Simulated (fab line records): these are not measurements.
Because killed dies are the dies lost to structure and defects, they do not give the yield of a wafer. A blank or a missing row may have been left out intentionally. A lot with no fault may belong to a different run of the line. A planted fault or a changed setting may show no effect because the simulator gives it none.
A struck lot beside a sound one -- flow n5Finfet -- 35 steps out of a route of 1938
Sound: these wafers, L126.3, L126.5, L126.6. Struck: wafer L131.2 (L131.5, L131.6, from the same lot, were not struck and are left out); the cause is given at the end.
Per side, at each step with rows, come the tool, then ch with its chambers, and then its first start. Under that, the readings that differ: sound wafers -- struck wafers -- difference of the means -- sigmas: that difference in standard deviations of wafers without a fault.
alike: same words and numbers on both sides, and readings whose means sit less than 2 such deviations apart. not compared: any withheld reading, any reading some wafer has no value for, any bound like >300 that may hide the same value, and any number with overlapping values for which the record gives no deviation.
The two part at a step that has a row with sigmas, a row that says differs or no value, or rows on one side only. Non-overlapping numbers with no deviation appear without sigmas and do not part them. Lack of a reading on every wafer of one side parts them only where that side has two or more wafers.

first, 9 steps without rows for these wafers: N5_BEOL_M14_COAT_22 (resist thk 300 nm); N5_BEOL_M14_EBR_24; N5_BEOL_M14_SOFTBAKE_23 (time 60 s); N5_BEOL_M14_EXPOSE_25 (exposes mask M14, target cd 280 nm); N5_BEOL_M14_PEB_26 (peb time 90 s); N5_BEOL_M14_DEVELOP_27 (develop time 45 s); N5_BEOL_M14_HARDBAKE_32 (time 120 s); N5_BEOL_M14_DESCUM_33 (chemistry O2, time 7.9 s); N5_BEOL_M14_ETCH_67 (etches SiARC in CF4, target depth 143 nm, time 238.3 s).
N5_BEOL_M14_ETCH_68: etches SOC in N2/H2, time 450 s.
  sound on rieDiel-01 ch 1,2, day 11 08:52; struck on rieDiel-01 ch 0, day 13 14:26
  alike: drypumpMotorCurrentA, oesProductAu, rfVppV, showerheadPlenumPTorr, throttleValvePct
  not compared: rfHoursCounterH
then, 24 steps without rows for these wafers: N5_BEOL_M14_STRIP_69 (strips in N2/H2); N5_BEOL_M14_TRENCH_ETCH_34 (etches SiO2 in C4F8/O2/Ar, target depth 556.65 nm, time 126.9 s); N5_BEOL_M14_STRIP_70 (strips in C4F8/O2/Ar); N5_BEOL_M14_STRIP_37 (strips in O2); N5_BEOL_M14_ETCH_38 (etches SiCN in CF4/N2, target depth 106.5 nm, time 120.6 s); N5_BEOL_M14_PRECLEAN_39 (cleans in residue remover, time 60 s); N5_BEOL_M14_SRD_40 (time 30 s, dry time 30 s); N5_BEOL_M14_DEGAS_41 (time 60 s); N5_BEOL_M14_PRE_CLEAN_42 (time 30 s); N5_BEOL_M14_SPUTTER_43 (material TaN, target thk 15 nm, time 24.19 s); N5_BEOL_M14_SPUTTER_44 (material Ta, target thk 15 nm, time 24.19 s); N5_BEOL_M14_SPUTTER_45 (material Cu, target thk 100 nm, time 16.67 s); N5_BEOL_M14_ECD_47 (material Cu, target thk 1248 nm); N5_BEOL_M14_ANNEAL_48 (time 90 s); N5_BEOL_M14_CMP_49 (polishes, stops on SiO2, t overpolish 5.2 s, target thk 560 nm); N5_BEOL_M14_PRE_CLEAN_52 (time 15 s); N5_BEOL_M14_DEP_53 (deposits SiCN from 3MS/NH3, target thk 50 nm, time 17.8 s); N5_BEOL_M15_ILD_DEP_00 (deposits SiO2 from TEOS/O2, target thk 1629.3 nm, time 346.1 s); N5_BEOL_M15_COAT_58 (time 60 s, resist thk 89 nm); N5_BEOL_M15_COAT_04 (resist thk 800 nm); N5_BEOL_M15_EBR_06; N5_BEOL_M15_SOFTBAKE_05 (time 60 s); N5_BEOL_M15_EXPOSE_07 (exposes mask V14); N5_BEOL_M15_PEB_08 (peb time 90 s).
N5_PASSIVATION_PROBE_49:
  only the struck wafers here have rows in the record (prober-01, day 14 17:13); the sound ones have none

== WHERE THEY PART ==
Only at N5_PASSIVATION_PROBE_49, as far as this record shows.

WHY: what the simulator had put in
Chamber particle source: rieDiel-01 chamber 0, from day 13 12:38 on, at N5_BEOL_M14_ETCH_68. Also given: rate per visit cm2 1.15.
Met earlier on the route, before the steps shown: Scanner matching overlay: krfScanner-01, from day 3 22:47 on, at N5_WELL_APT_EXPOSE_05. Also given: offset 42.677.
